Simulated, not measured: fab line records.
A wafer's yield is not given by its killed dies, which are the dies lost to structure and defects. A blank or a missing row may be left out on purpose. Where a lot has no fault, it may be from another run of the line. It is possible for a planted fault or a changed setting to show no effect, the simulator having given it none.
fab line records ; flow nand_harc ; part 2 of 2: steps 24 to 24 of 24
record: lots: 7; wafers: 21; last_day: 33
route steps=1302 shown A_M0@1166 A_M1@1169 END@1302
lots that met no fault: taken from a fault-free run of the same line
start_h: hours from the record's opening day to when the first of the lot's shown wafers began ; wait_h: how many hours have passed since the lot's step before this one ; " same as the row above ; L1.1+2: several wafers, shown together as one row ; - no value, or no start given ; * or withheld: withheld ; < > ~ a bound
route shown NAME@n: names a module that has steps shown in the file, with the first one's number in the route ; usual: the fault-free wafers' mean and standard deviation ; same: alike in all rows ; chamber/n: place in a boat ; sites: each site's reading ; _std_site: the standard deviation of these ; _edge_site: inner sites' mean taken away from outer sites' mean ; radius_mm: for every site, how far away it sits from the centre of the wafer ; mask NAME#n: copy n ; behind: tool/chamber where the wafer was last shaped ; hold: why the lot went on hold/how many hours it stayed there/how the hold came to an end ; device: which transistor (n, p or np) failed to switch ; end of line: the same wafers' tests at the end of the route ; for a step that has no rows: nothing shown but its recipe ; killed: the dies lost at the first sort to structure and to defects; this is not the yield of the wafer ; map: the dies of a wafer, with x for killed, . for not killed, _ for no die there
set.NAME: the setting as run; set.NAME@STEP: as run at that earlier step ; model.NAME: the simulator's own value behind a step, which no gauge read
lots seen at some steps along the route; tables by step, rows by wafer
services: a tool's chamber out of use, with start hour (start_h, from the record's first day; less than 0 if before it), hours out, and reason
== steps ==
step: NHARC_END_SORT_01
recipe: temp_c: 25
usual: defect_limited_yield: 92.0/2.4; killed_at_array: 50/16; killed_at_other: 0.8/1; killed_at_periphery: 4/3.1; killed_dies: 54/16; killed_open: 3.2/2; killed_short: 2.5/1.6; sort_bin_2_pct: 2.8/1; sort_bin_3_pct: 0.6/0.35; sort_bin_4_pct: 4.6/1.4; sort_n_pass: 623/16; sort_rim_yield_pct: 90/4.3; sort_yield_pct: 92.0/2.4
same: gross_dies: 677; sort_bin_5_pct[%]: 0; sort_bin_6_pct[%]: 0; sort_bin_7_pct[%]: 0; sort_bin_8_pct[%]: 0; sort_rim_n_gross: 106.00
lot.wafer;tool;chamber;start_h;wait_h;defect_limited_yield[%];killed_at_array;killed_at_other;killed_at_periphery;killed_dies;killed_open;killed_short;sort_bin_2_pct[%];sort_bin_3_pct[%];sort_bin_4_pct[%];sort_n_pass;sort_rim_yield_pct[%];sort_yield_pct[%]
L896.1;prober-02;0;572.43;2.5;90.4;61;1;3;65;3;2;3.1;1.0;5.5;612;91;90.4
L896.4;prober-02;0;574.84;3.4;93.5;38;0;6;44;2;3;3.1;0.4;3.0;633;89;93.5
L896.6;prober-02;0;576.45;4.0;91.6;50;2;5;57;1;1;3.5;0.6;4.3;620;92;91.6
L895.2;prober-01;0;581.50;2.8;96.0;24;0;3;27;6;2;0.6;0.3;3.1;650;96;96.0
L895.3;prober-01;0;582.31;3.1;97.2;18;0;1;19;1;1;0.4;0.4;1.9;658;93;97.2
L895.4;prober-01;0;583.13;3.4;95.6;28;0;2;30;4;7;1.3;0.3;2.8;647;93;95.6
L912.1;prober-02;0;742.05;2.5;91.4;52;0;6;58;1;3;4.1;0.9;3.5;619;90;91.4
L912.3;prober-02;0;743.65;3.1;90.8;60;0;2;62;4;5;2.7;0.6;5.9;615;86;90.8
L912.5;prober-02;0;745.25;3.7;89.2;65;0;8;73;0;2;4.0;0.4;6.4;604;85;89.2
L917.1;prober-02;0;790.08;2.5;90.8;61;0;1;62;2;2;3.0;0.4;5.8;615;91;90.8
L917.2;prober-02;0;790.86;2.8;93.2;45;0;1;46;3;2;3.4;0;3.4;631;92;93.2
L917.6;prober-02;0;793.99;3.9;90.7;59;1;3;63;3;2;3.0;0.4;5.9;614;86;90.7
L918.1;prober-01;0;799.38;2.5;93.4;33;0;12;45;2;3;2.4;0.6;3.7;632;92;93.4
L918.2;prober-01;0;800.18;2.8;92.6;44;3;3;50;1;3;1.8;0.3;5.3;627;92;92.6
L918.6;prober-01;0;803.39;4.0;90.8;46;3;13;62;4;5;3.0;0.9;5.3;615;88;90.8
killed by level:class
L896.1 A_CHANNEL_HOLE_D2:chamber_film_flake=31 A_CHANNEL_HOLE_D1:chamber_film_flake=22 P_M1:chamber_film_flake=2 A_WL_FILL:chamber_film_flake=2 A_ONON_D1:geometric_particle:open=1 A_CHANNEL_FILL_D1:geometric_particle:short=1 A_DECK1_JOINT:geometric_particle:short=1 A_STAIRCASE:geometric_particle:open=1
L896.4 A_CHANNEL_HOLE_D2:chamber_film_flake=17 A_CHANNEL_HOLE_D1:chamber_film_flake=11 P_BONDPAD:chamber_film_flake=3 A_CONTACT:chamber_film_flake=3 A_CHANNEL_FILL_D2:geometric_particle:short=2 P_ZERO_WELL:chamber_film_flake=2 A_STAIRCASE:chamber_film_flake=2 P_CONTACT:geometric_particle:open=1
L896.6 A_CHANNEL_HOLE_D2:chamber_film_flake=30 A_CHANNEL_HOLE_D1:chamber_film_flake=18 P_BONDPAD:chamber_film_flake=3 THIN_TSV:chamber_film_flake=2 P_STI:geometric_particle:open=1 P_CONTACT:geometric_particle:short=1 A_ZERO_WELL:chamber_film_flake=1 A_CONTACT:chamber_film_flake=1
L895.2 A_CHANNEL_HOLE_D2:chamber_film_flake=6 A_CONTACT:chamber_film_flake=5 A_CHANNEL_FILL_D2:geometric_particle:open=2 P_M1:chamber_film_flake=2 A_STAIRCASE:chamber_film_flake=2 A_M1:chamber_film_flake=2 P_M0:geometric_particle:short=1 A_CHANNEL_FILL_D1:geometric_particle:short=1
L895.3 A_CHANNEL_HOLE_D2:chamber_film_flake=7 A_CONTACT:chamber_film_flake=5 A_WL_FILL:geometric_particle:open=1 A_BLC:geometric_particle:short=1 P_M1:chamber_film_flake=1 A_ZERO_WELL:chamber_film_flake=1 A_CHANNEL_HOLE_D1:chamber_film_flake=1 A_CHANNEL_FILL_D1:chamber_film_flake=1
L895.4 A_CHANNEL_HOLE_D2:chamber_film_flake=8 A_M1:chamber_film_flake=4 A_CONTACT:chamber_film_flake=3 P_CONTACT:geometric_particle:open=1 A_ONON_D1:geometric_particle:short=1 A_CHANNEL_FILL_D1:geometric_particle:short=1 A_DECK1_JOINT:geometric_particle:short=1 A_ONON_D2:geometric_particle:short=1
L912.1 A_CHANNEL_HOLE_D2:chamber_film_flake=18 A_SLIT:chamber_film_flake=16 A_CHANNEL_HOLE_D1:chamber_film_flake=7 P_M1:chamber_film_flake=3 A_CONTACT:chamber_film_flake=2 A_WL_FILL:chamber_film_flake=2 A_M1:area_peb=2 A_ONON_D1:geometric_particle:short=1
L912.3 A_SLIT:chamber_film_flake=27 A_CHANNEL_HOLE_D2:chamber_film_flake=13 A_CHANNEL_HOLE_D1:chamber_film_flake=7 A_CHANNEL_FILL_D1:geometric_particle:short=2 A_M0:geometric_particle:open=2 A_WL_FILL:chamber_film_flake=2 A_ONON_D1:geometric_particle:open=1 A_DECK1_JOINT:geometric_particle:open=1
L912.5 A_SLIT:chamber_film_flake=25 A_CHANNEL_HOLE_D2:chamber_film_flake=23 A_CHANNEL_HOLE_D1:chamber_film_flake=6 P_M1:chamber_film_flake=4 A_WL_FILL:chamber_film_flake=4 A_CONTACT:chamber_film_flake=4 P_GATE:chamber_film_flake=3 P_M0:geometric_particle:short=1
L917.1 A_CHANNEL_HOLE_D2:chamber_film_flake=22 A_CHANNEL_HOLE_D1:chamber_film_flake=14 A_SLIT:chamber_film_flake=11 A_CONTACT:chamber_film_flake=5 A_STAIRCASE:chamber_film_flake=3 P_GATE:geometric_particle:open=1 A_CHANNEL_FILL_D1:geometric_particle:open=1 A_DECK1_JOINT:geometric_particle:short=1
L917.2 A_CHANNEL_HOLE_D2:chamber_film_flake=18 A_CHANNEL_HOLE_D1:chamber_film_flake=9 A_SLIT:chamber_film_flake=4 A_CONTACT:chamber_film_flake=3 A_DECK1_JOINT:chamber_film_flake=2 A_CHANNEL_FILL_D2:chamber_film_flake=2 P_M0:geometric_particle:short=1 A_ONON_D1:geometric_particle:open=1
L917.6 A_CHANNEL_HOLE_D2:chamber_film_flake=26 A_CHANNEL_HOLE_D1:chamber_film_flake=11 A_SLIT:chamber_film_flake=9 A_CONTACT:chamber_film_flake=6 P_ZERO_WELL:chamber_film_flake=2 A_CHANNEL_FILL_D2:chamber_film_flake=2 A_CHANNEL_FILL_D1:geometric_particle:short=1 A_CHANNEL_HOLE_D2:geometric_particle:open=1
L918.1 A_CHANNEL_HOLE_D1:chamber_film_flake=12 P_BONDPAD:chamber_film_flake=6 A_STAIRCASE:chamber_film_flake=6 A_SLIT:chamber_film_flake=6 P_GATE:chamber_film_flake=4 A_CONTACT:chamber_film_flake=3 A_SOURCE_PLATE:geometric_particle:open=1 A_DECK1_JOINT:geometric_particle:short=1
L918.2 A_CHANNEL_HOLE_D1:chamber_film_flake=21 A_SLIT:chamber_film_flake=8 A_STAIRCASE:chamber_film_flake=5 THIN_TSV:chamber_film_flake=3 P_BONDPAD:chamber_film_flake=2 A_CHANNEL_FILL_D1:chamber_film_flake=2 A_CONTACT:chamber_film_flake=2 A_CHANNEL_FILL_D1:geometric_particle:short=1
L918.6 A_CHANNEL_HOLE_D1:chamber_film_flake=19 A_SLIT:chamber_film_flake=10 P_BONDPAD:chamber_film_flake=6 A_CONTACT:chamber_film_flake=4 P_CONTACT:geometric_particle:open=3 A_CHANNEL_FILL_D1:chamber_film_flake=3 THIN_TSV:chamber_film_flake=3 A_CHANNEL_FILL_D1:geometric_particle:short=2
== services ==
tool;chamber;start_h;hours;kind
rie_diel-04;-;531.91;9.0;pm
pecvd-03;-;547.24;13.0;pm
litho_track-04;-;553.00;7.0;pm
rie_diel-04;0;553.78;13.7;repair
rie_diel-05;0;563.84;6.4;repair
pecvd-03;-;583.16;0.8;repair
rie_diel-05;-;583.60;9.0;pm
pecvd-02;-;589.37;13.0;pm
pecvd-02;-;609.94;0.6;repair
rie_diel-05;3;612.53;12.3;repair
rie_diel-04;-;613.56;0.2;repair
pecvd-03;0;615.00;9.3;repair
rie_diel-04;-;660.59;2.2;repair
rie_diel-06;-;661.22;9.0;pm
rie_diel-05;2;683.32;4.4;repair
pecvd-02;0;686.28;6.2;repair
pecvd-02;1;696.96;5.8;repair
rie_diel-04;-;708.91;9.0;pm
rie_diel-04;0;725.34;12.1;repair
litho_track-04;-;728.00;7.0;pm
rie_diel-05;3;738.50;9.1;repair
rie_diel-05;1;760.52;2.9;repair
rie_diel-05;-;760.60;9.0;pm
pecvd-02;-;762.67;2.2;repair
